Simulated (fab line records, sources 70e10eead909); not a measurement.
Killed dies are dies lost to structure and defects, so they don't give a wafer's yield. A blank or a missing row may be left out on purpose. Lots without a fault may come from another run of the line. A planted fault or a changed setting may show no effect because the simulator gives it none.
Chamber matching | flow nand_harc | NHARC_P_M0_PRE_CLEAN_31 on pecvd-01: 3 sister chambers
The step time 12 s. 5 wafers are shown with their chamber, then 7 later ones without.

WAFERS WITH THEIR CHAMBER
wafer  | chamber | heater_power_w (W)
L080.5 | 0       | 625
L084.5 | 1       | 670
L084.6 | 2       | 589
L091.1 | 1       | 728
L091.5 | 2       | 590

WAFERS WITHOUT THEIR CHAMBER
wafer  | heater_power_w (W)
L091.6 | 638
L091.2 | 620
L091.3 | 609
L091.4 | 714
L093.2 | 593
L093.3 | 699
L093.6 | 567

WHICH CHAMBER EACH WENT THROUGH
wafer  | from the rows above          | in truth
L091.6 | can't be placed: 0 or 2 or 1 | 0
L091.2 | can't be placed: 0 or 2      | 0
L091.3 | can't be placed: 0 or 2      | 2
L091.4 | 1                            | 1
L093.2 | can't be placed: 2 or 0      | 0
L093.3 | 1                            | 1
L093.6 | can't be placed: 2 or 0      | 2
Placed correctly: 2 of 7. Can't be placed from these rows: 5 (the true chamber is among the candidates in 5). Placed wrongly: 0.
How it was worked out, from the rows above alone: a wafer's distance from a chamber is the root of the sum, over the readings, of the square of ((its reading less the chamber's mean) divided by the reading's scatter). The wafer belongs to the nearest chamber; if the next one is less than 2 further off, it can't be placed. A chamber's mean is the mean of its shown wafers. The scatter: the root of (the sum of the squares of (reading less its chamber's mean) over the shown wafers, divided by (wafers less chambers)).
